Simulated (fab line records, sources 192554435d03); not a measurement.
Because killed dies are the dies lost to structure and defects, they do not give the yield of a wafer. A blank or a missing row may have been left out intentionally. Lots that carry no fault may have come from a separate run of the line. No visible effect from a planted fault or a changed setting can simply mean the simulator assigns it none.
Chamber matching -- flow n5Finfet -- N5_BEOL_M2_CO_CAP_55 on cvdCo-02 has 3 sister chambers
The step material Co, precursor CCTBA/H2, target thk 2 nm, time 102.1 s. 3 wafers are shown with their chamber, then 12 later ones without.

EACH WAFER AND ITS CHAMBER
wafer,chamber,heaterPowerW (W)
L090.2,1,183
L090.4,0,255
L090.5,2,208

WAFERS MISSING THEIR CHAMBER
wafer,heaterPowerW (W)
L091.1,179
L091.4,253
L091.6,184
L093.3,253
L093.4,255
L093.5,218
L096.1,183
L096.4,249
L096.5,217
L097.2,252
L097.3,212
L097.4,250

CHAMBER TAKEN BY EACH
wafer,from the rows above,in truth
L091.1,1,1
L091.4,0,0
L091.6,1,1
L093.3,0,0
L093.4,0,0
L093.5,2,2
L096.1,1,1
L096.4,0,0
L096.5,2,2
L097.2,0,0
L097.3,2,2
L097.4,0,0
Placed correctly: 12 of 12. Number that these rows cannot place: 0. Placed wrongly: 0.
How it was worked out, from the rows above alone: a wafer's distance from a chamber is the root of the sum, over the readings, of the square of ((its reading less the chamber's mean) divided by the reading's scatter). The wafer belongs to the nearest chamber; if the next one is less than 2 further off, it can't be placed. For every chamber, the mean is computed from those of its wafers that are shown. The scatter: root of mean squared gap, hidden wafer to nearest shown wafer, with one shown wafer a chamber.
